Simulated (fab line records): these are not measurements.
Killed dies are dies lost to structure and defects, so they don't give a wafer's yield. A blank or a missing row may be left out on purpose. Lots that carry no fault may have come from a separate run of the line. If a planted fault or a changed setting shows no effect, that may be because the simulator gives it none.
Chamber matching	flow nand-harc	4 sister chambers for NHARC_A_STAIRCASE_DESCUM_252 on rie-diel-05
The step chemistry O2, time 3 s. 4 wafers are shown with their chamber, then 9 later ones without.

== WAFERS WITH THEIR CHAMBER ==
wafer	chamber	drypump-motor-current-A (A)
L081.5	1	6.1
L094.2	2	6.4
L094.3	0	5.3
L094.4	3	5.0

== WAFERS WITH NO CHAMBER GIVEN ==
wafer	drypump-motor-current-A (A)
L095.1	5.0
L095.2	6.3
L095.4	6.1
L097.3	5.3
L097.5	6.3
L097.6	6.1
L096.1	5.0
L096.3	6.1
L096.4	5.3

== CHAMBER TAKEN BY EACH ==
wafer	from the rows above	in truth
L095.1	3	3
L095.2	2	2
L095.4	1	1
L097.3	0	0
L097.5	2	2
L097.6	1	1
L096.1	3	3
L096.3	1	1
L096.4	0	0
Correctly placed: 9 of 9. Can't be placed from these rows: 0. Wrongly placed: 0.
How it was worked out, from the rows above alone: a wafer's distance from a chamber is the root of the sum, over the readings, of the square of ((its reading less the chamber's mean) divided by the reading's scatter). If the next closest chamber is less than 2 further off than the closest, the wafer can't be placed; otherwise it belongs to the closest. Each chamber's mean is taken over the wafers shown for it. The scatter: root of mean squared gap, hidden wafer to nearest shown wafer, with one shown wafer a chamber.
